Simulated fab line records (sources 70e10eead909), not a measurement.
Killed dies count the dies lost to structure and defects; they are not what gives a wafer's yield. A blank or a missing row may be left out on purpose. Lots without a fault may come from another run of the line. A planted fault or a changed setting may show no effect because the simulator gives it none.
The tool behind it: which one? | flow nand harc | 13 lots, 39 wafers sampled, at 6 steps of a route of 1302

WHAT THE GAUGES SHOWED, per wafer
NHARC_A_START_INSPECT_01.
lot  | measured     | on                | raw defect count
L361 | day 6 16:37  | defect inspect-01 | 3 2 4
L362 | day 7 03:22  | defect inspect-02 | 3 5 3
L363 | day 7 17:26  | defect inspect-01 | 2 4 6
L364 | day 8 03:32  | defect inspect-02 | 6 4 8
L365 | day 8 13:34  | defect inspect-02 | 3 8 2
L368 | day 9 15:02  | defect inspect-02 | 1 4 3
L373 | day 11 14:48 | defect inspect-01 | 1 5 4
L378 | day 13 17:53 | defect inspect-01 | 3 2 1
L379 | day 14 02:42 | defect inspect-01 | 5 2 6
L380 | day 14 19:32 | defect inspect-01 | 4 3 3
L381 | day 15 01:20 | defect inspect-02 | 4 5 4
L383 | day 16 00:41 | defect inspect-02 | 3 2 1
L384 | day 16 07:57 | defect inspect-01 | 2 5 3

NHARC_A_ONON_D1_THK_MEAS_02: measures by ellipsometry.
lot  | measured     | on            | thk nm (nm)
L361 | day 7 15:37  | film metro-01 | 992 991 992
L362 | day 8 02:27  | film metro-02 | 978 976 978
L363 | day 8 19:43  | film metro-02 | 1000 1001 1000
L364 | day 9 03:07  | film metro-01 | 996 996 996
L365 | day 9 12:33  | film metro-01 | 1000 1000 1001
L368 | day 10 14:35 | film metro-01 | 1014 1014 1014
L373 | day 12 14:19 | film metro-02 | 1578 1019 1019 1576 1015 1018
L378 | day 14 20:08 | film metro-01 | 997 998 999
L379 | day 15 04:05 | film metro-01 | 1003 1003 1002
L380 | day 15 19:14 | film metro-01 | 1000 1001 1000
L381 | day 16 02:18 | film metro-02 | 993 994 994
L383 | day 17 02:45 | film metro-01 | 997 995 997
L384 | day 17 07:34 | film metro-01 | 1007 1009 1008

NHARC_END_SORT_01.
lot  | measured     | on        | killed at array | killed at other | killed at periphery | killed dies | killed open | killed short
L363 | day 25 04:04 | prober-02 | 82 81 59        | 0 0 0           | 3 8 8               | 85 89 67    | 5 2 2       | 2 3 2
L373 | day 29 06:25 | prober-02 | 672 65 45       | 2 0 1           | 3 1 5               | 677 66 51   | 3 3 6       | 2 2 6
L383 | day 33 04:02 | prober-01 | 50 56 55        | 0 2 0           | 1 2 2               | 51 60 57    | 3 8 4       | 0 3 3

EACH LOT AND THE TOOL THAT RAN IT (in order: tool; ch and the chambers of the sampled wafers; start)
lot  | NHARC_P_BONDPAD_PVD_17                  | NHARC_P_BONDPAD_ANNEAL_28        | NHARC_A_ONON_D1_DEP_00
L361 | pvd sputter-03, day 6 15:14 or earlier  | rtp anneal-01 ch 0, day 6 15:14  | pecvd onon-01 ch 0, day 7 15:05
L362 | pvd sputter-01, day 7 02:01 or earlier  | rtp anneal-01 ch 0, day 7 02:01  | pecvd onon-02 ch 0, day 8 01:56
L363 | pvd sputter-03, day 7 16:04 or earlier  | rtp anneal-01 ch 0, day 7 16:04  | pecvd onon-01 ch 0, day 8 19:12
L364 | pvd sputter-01, day 8 02:19 or earlier  | rtp anneal-01 ch 0, day 8 02:19  | pecvd onon-01 ch 0, day 9 02:46
L365 | pvd sputter-01, day 8 12:12 or earlier  | rtp anneal-01 ch 0, day 8 12:12  | pecvd onon-02 ch 0, day 9 12:02
L368 | pvd sputter-03, day 9 13:44 or earlier  | rtp anneal-02 ch 0, day 9 13:44  | pecvd onon-01 ch 0, day 10 14:07
L373 | pvd sputter-02, day 11 13:31 or earlier | rtp anneal-01 ch 0, day 11 13:31 | pecvd onon-02 ch 0, day 12 13:52
L378 | pvd sputter-01, day 13 16:25 or earlier | rtp anneal-02 ch 0, day 13 16:25 | pecvd onon-01 ch 0, day 14 19:37
L379 | pvd sputter-03, day 14 01:23 or earlier | rtp anneal-01 ch 0, day 14 01:23 | pecvd onon-02 ch 0, day 15 03:38
L380 | pvd sputter-02, day 14 18:12 or earlier | rtp anneal-01 ch 0, day 14 18:12 | pecvd onon-02 ch 0, day 15 18:44
L381 | pvd sputter-03, day 14 23:59 or earlier | rtp anneal-01 ch 0, day 14 23:59 | pecvd onon-02 ch 0, day 16 01:47
L383 | pvd sputter-01, day 15 23:23 or earlier | rtp anneal-01 ch 0, day 15 23:23 | pecvd onon-02 ch 0, day 17 02:18
L384 | pvd sputter-02, day 16 06:38 or earlier | rtp anneal-02 ch 0, day 16 06:38 | pecvd onon-02 ch 0, day 17 07:07
- NHARC_P_BONDPAD_PVD_17: deposits TaN, target thk 5 nm, time 8.06 s.
- NHARC_P_BONDPAD_ANNEAL_28: time 90 s.
- NHARC_A_ONON_D1_DEP_00: target thk 1000 nm.

WHAT THE TOOLS THEMSELVES READ (means of the sampled wafers that have a number; where no wafer has one, the mark that the record gives instead)
NHARC_P_BONDPAD_PVD_17.
lot  | tool           | throttle valve pct (%)
L361 | pvd sputter-03 | 30.3
L362 | pvd sputter-01 | 29.1
L363 | pvd sputter-03 | 30.2
L364 | pvd sputter-01 | 29.1
L365 | pvd sputter-01 | 29.1
L368 | pvd sputter-03 | 30.0
L373 | pvd sputter-02 | 29.2
L378 | pvd sputter-01 | 29.6
L379 | pvd sputter-03 | 30.0
L380 | pvd sputter-02 | 29.3
L381 | pvd sputter-03 | 29.9
L383 | pvd sputter-01 | 30.1
L384 | pvd sputter-02 | 29.5

NHARC_P_BONDPAD_ANNEAL_28.
lot  | tool          | wafer_temp_C_max
L361 | rtp anneal-01 | 225.76
L362 | rtp anneal-01 | 225.70
L363 | rtp anneal-01 | 225.82
L364 | rtp anneal-01 | 225.99
L365 | rtp anneal-01 | 225.78
L368 | rtp anneal-02 | 226.43
L373 | rtp anneal-01 | 225.83
L378 | rtp anneal-02 | 226.28
L379 | rtp anneal-01 | 225.74
L380 | rtp anneal-01 | 225.79
L381 | rtp anneal-01 | 225.85
L383 | rtp anneal-01 | 225.68
L384 | rtp anneal-02 | 226.06

THE ANSWER, worked out from the rows above alone
Rule: the lots themselves supply what counts as usual. Put in order of their means at a reading, lots are off if they are a third of the lots or fewer, leave a main group of 4 or more, and stand apart from it by a gap of 3 or more times the standard deviation of the main group's means; of several such gaps the widest counts. A main group is skipped when, at the precision printed for the reading in the tables above, its means are all equal. Also off: a lot with no number at a reading for which 4 or more lots have one. Any other lot the step has rows for is counted as sound. After the gauges, taken in route order, come the tools' own readings; for these a lot's mean is taken, as printed above. The first step at which some lot is off is used, and at that step the reading that is off furthest; a lot without a number counts as furthest.
Off: L373 (NHARC_A_ONON_D1_THK_MEAS_02, thk nm). Main group: mean 998 nm, sd 8.6.
A tool fits if, at a process step before that reading, it ran every lot that is off, and no sound lot after the first of them. The gauges at NHARC_A_ONON_D1_THK_MEAS_02 are tried like those tools. NHARC_P_BONDPAD_PVD_17 gives no start for some lots, so the hours and the order of its lots are those of NHARC_P_BONDPAD_ANNEAL_28. No candidate that was tried fits.

WHAT THE SIMULATOR HAD INSERTED
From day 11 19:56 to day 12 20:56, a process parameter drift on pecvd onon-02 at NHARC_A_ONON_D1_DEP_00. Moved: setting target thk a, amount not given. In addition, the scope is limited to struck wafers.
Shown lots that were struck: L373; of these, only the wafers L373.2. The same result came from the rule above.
